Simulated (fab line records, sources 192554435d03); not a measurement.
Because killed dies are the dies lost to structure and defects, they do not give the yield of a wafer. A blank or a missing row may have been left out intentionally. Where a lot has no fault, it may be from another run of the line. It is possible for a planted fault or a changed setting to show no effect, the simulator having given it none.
Split-lot study / flow n5_finfet / 21 wafers read from 7 lots, route of 1938 steps

ON THE SPLIT
At N5_BEOL_M11_COAT_05 (resist thk 90 nm), the setting spin_rpm was moved away from the recipe's 1500 rpm on 8 of the 21 wafers read, by -10.9% to +11.0%. This setting was run at the recipe's value on the other wafers.

FROM THE SPLIT TO THE READING: what the file shows between them, 4 steps
- N5_BEOL_M11_EBR_07
- N5_BEOL_M11_SOFTBAKE_06: time 60 s
- N5_BEOL_M11_EXPOSE_08: exposes mask M11
- N5_BEOL_M11_PEB_09: peb time 60 s

THE READING
CAR-ArF_of_BEOL_M11_COAT_05.thk_nm (the simulator's own value, which no gauge read), in nm, at N5_BEOL_M11_DEVELOP_10 (develop time 30 s). No usual value for it is given in the file. Average 88.4 nm, standard deviation 0.24 nm, over the 13 wafers here run with the recipe.

wafer=L074.2; tool, chamber at the split=litho_track-05, 0; spin_rpm as run, rpm=1500; against the recipe=recipe; CAR-ArF_of_BEOL_M11_COAT_05.thk_nm, nm=88.6; against lot-mates on the recipe=-
wafer=L074.3; tool, chamber at the split=litho_track-05, 0; spin_rpm as run, rpm=1336; against the recipe=-10.9%; CAR-ArF_of_BEOL_M11_COAT_05.thk_nm, nm=93.8; against lot-mates on the recipe=+5.3
wafer=L074.4; tool, chamber at the split=litho_track-05, 0; spin_rpm as run, rpm=1500; against the recipe=recipe; CAR-ArF_of_BEOL_M11_COAT_05.thk_nm, nm=88.4; against lot-mates on the recipe=-
wafer=L076.1; tool, chamber at the split=litho_track-01, 0; spin_rpm as run, rpm=1413; against the recipe=-5.8%; CAR-ArF_of_BEOL_M11_COAT_05.thk_nm, nm=91.2; against lot-mates on the recipe=no lot-mate on the recipe
wafer=L076.4; tool, chamber at the split=litho_track-01, 0; spin_rpm as run, rpm=1413; against the recipe=-5.8%; CAR-ArF_of_BEOL_M11_COAT_05.thk_nm, nm=91.2; against lot-mates on the recipe=no lot-mate on the recipe
wafer=L076.2; tool, chamber at the split=litho_track-01, 0; spin_rpm as run, rpm=1413; against the recipe=-5.8%; CAR-ArF_of_BEOL_M11_COAT_05.thk_nm, nm=91.4; against lot-mates on the recipe=no lot-mate on the recipe
wafer=L081.1; tool, chamber at the split=litho_track-01, 0; spin_rpm as run, rpm=1500; against the recipe=recipe; CAR-ArF_of_BEOL_M11_COAT_05.thk_nm, nm=88.8; against lot-mates on the recipe=-
wafer=L081.2; tool, chamber at the split=litho_track-01, 0; spin_rpm as run, rpm=1500; against the recipe=recipe; CAR-ArF_of_BEOL_M11_COAT_05.thk_nm, nm=88.6; against lot-mates on the recipe=-
wafer=L081.4; tool, chamber at the split=litho_track-01, 0; spin_rpm as run, rpm=1500; against the recipe=recipe; CAR-ArF_of_BEOL_M11_COAT_05.thk_nm, nm=88; against lot-mates on the recipe=-
wafer=L083.3; tool, chamber at the split=litho_track-01, 0; spin_rpm as run, rpm=1500; against the recipe=recipe; CAR-ArF_of_BEOL_M11_COAT_05.thk_nm, nm=88; against lot-mates on the recipe=-
wafer=L083.4; tool, chamber at the split=litho_track-01, 0; spin_rpm as run, rpm=1500; against the recipe=recipe; CAR-ArF_of_BEOL_M11_COAT_05.thk_nm, nm=88.2; against lot-mates on the recipe=-
wafer=L083.6; tool, chamber at the split=litho_track-01, 0; spin_rpm as run, rpm=1500; against the recipe=recipe; CAR-ArF_of_BEOL_M11_COAT_05.thk_nm, nm=88.4; against lot-mates on the recipe=-
wafer=L086.2; tool, chamber at the split=litho_track-04, 0; spin_rpm as run, rpm=1339; against the recipe=-10.7%; CAR-ArF_of_BEOL_M11_COAT_05.thk_nm, nm=93.6; against lot-mates on the recipe=+5.2
wafer=L086.4; tool, chamber at the split=litho_track-04, 0; spin_rpm as run, rpm=1500; against the recipe=recipe; CAR-ArF_of_BEOL_M11_COAT_05.thk_nm, nm=88.4; against lot-mates on the recipe=-
wafer=L086.5; tool, chamber at the split=litho_track-04, 0; spin_rpm as run, rpm=1500; against the recipe=recipe; CAR-ArF_of_BEOL_M11_COAT_05.thk_nm, nm=88.4; against lot-mates on the recipe=-
wafer=L088.1; tool, chamber at the split=litho_track-05, 0; spin_rpm as run, rpm=1500; against the recipe=recipe; CAR-ArF_of_BEOL_M11_COAT_05.thk_nm, nm=88.4; against lot-mates on the recipe=-
wafer=L088.4; tool, chamber at the split=litho_track-05, 0; spin_rpm as run, rpm=1500; against the recipe=recipe; CAR-ArF_of_BEOL_M11_COAT_05.thk_nm, nm=88.4; against lot-mates on the recipe=-
wafer=L088.3; tool, chamber at the split=litho_track-05, 0; spin_rpm as run, rpm=1400; against the recipe=-6.7%; CAR-ArF_of_BEOL_M11_COAT_05.thk_nm, nm=91.4; against lot-mates on the recipe=+3.0
wafer=L090.2; tool, chamber at the split=litho_track-04, 0; spin_rpm as run, rpm=1665; against the recipe=+11.0%; CAR-ArF_of_BEOL_M11_COAT_05.thk_nm, nm=84.4; against lot-mates on the recipe=-4.4
wafer=L090.3; tool, chamber at the split=litho_track-04, 0; spin_rpm as run, rpm=1500; against the recipe=recipe; CAR-ArF_of_BEOL_M11_COAT_05.thk_nm, nm=88.8; against lot-mates on the recipe=-
wafer=L090.5; tool, chamber at the split=litho_track-04, 0; spin_rpm as run, rpm=1665; against the recipe=+11.0%; CAR-ArF_of_BEOL_M11_COAT_05.thk_nm, nm=83.8; against lot-mates on the recipe=-5.0

THE FIT
A straight line over all 21 wafers: CAR-ArF_of_BEOL_M11_COAT_05.thk_nm changes by -0.443 nm for each +1% of spin_rpm; r = -0.99; the points scatter about the line by 0.31 nm.
The same after taking each lot's own level away (the mean of its wafers on the recipe; 18 wafers): -0.454 nm for each +1%; r = -1.00; scatter 0.24 nm.
According to that fit, moving spin_rpm by its largest amount changes the reading by 5 nm.
The span of the lots' own levels, 88.20 to 88.80 nm, comes to 2.5 times the standard deviation stated above.
Hence the lot-to-lot level has little effect on the slope; both slopes agree.
Check: -5.16 nm against its lot-mates is what the line predicts for one of the wafers moved furthest among these (+11.0%) when that wafer is left out of the fit. It came out at -4.4 nm against them.

THE WHOLE CHAIN: every reading that the file lists as answering this split, in the file's order
step=N5_BEOL_M11_COAT_05; what it does=resist thk 90 nm; reading=CAR-ArF_of_BEOL_M11_COAT_05.thk_nm (the simulator's own value, which no gauge read); change (the file's fit)=-0.468 nm for each +1% of the setting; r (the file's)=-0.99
step=N5_BEOL_M11_DEVELOP_10; what it does=develop time 30 s; reading=CAR-ArF_of_BEOL_M11_COAT_05.thk_nm (the simulator's own value, which no gauge read); change (the file's fit)=-0.463 nm for each +1% of the setting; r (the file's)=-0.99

THE FILE'S OWN FIT
CAR-ArF_of_BEOL_M11_COAT_05.thk_nm changes by -0.463 nm for each +1% of spin_rpm, r = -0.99.
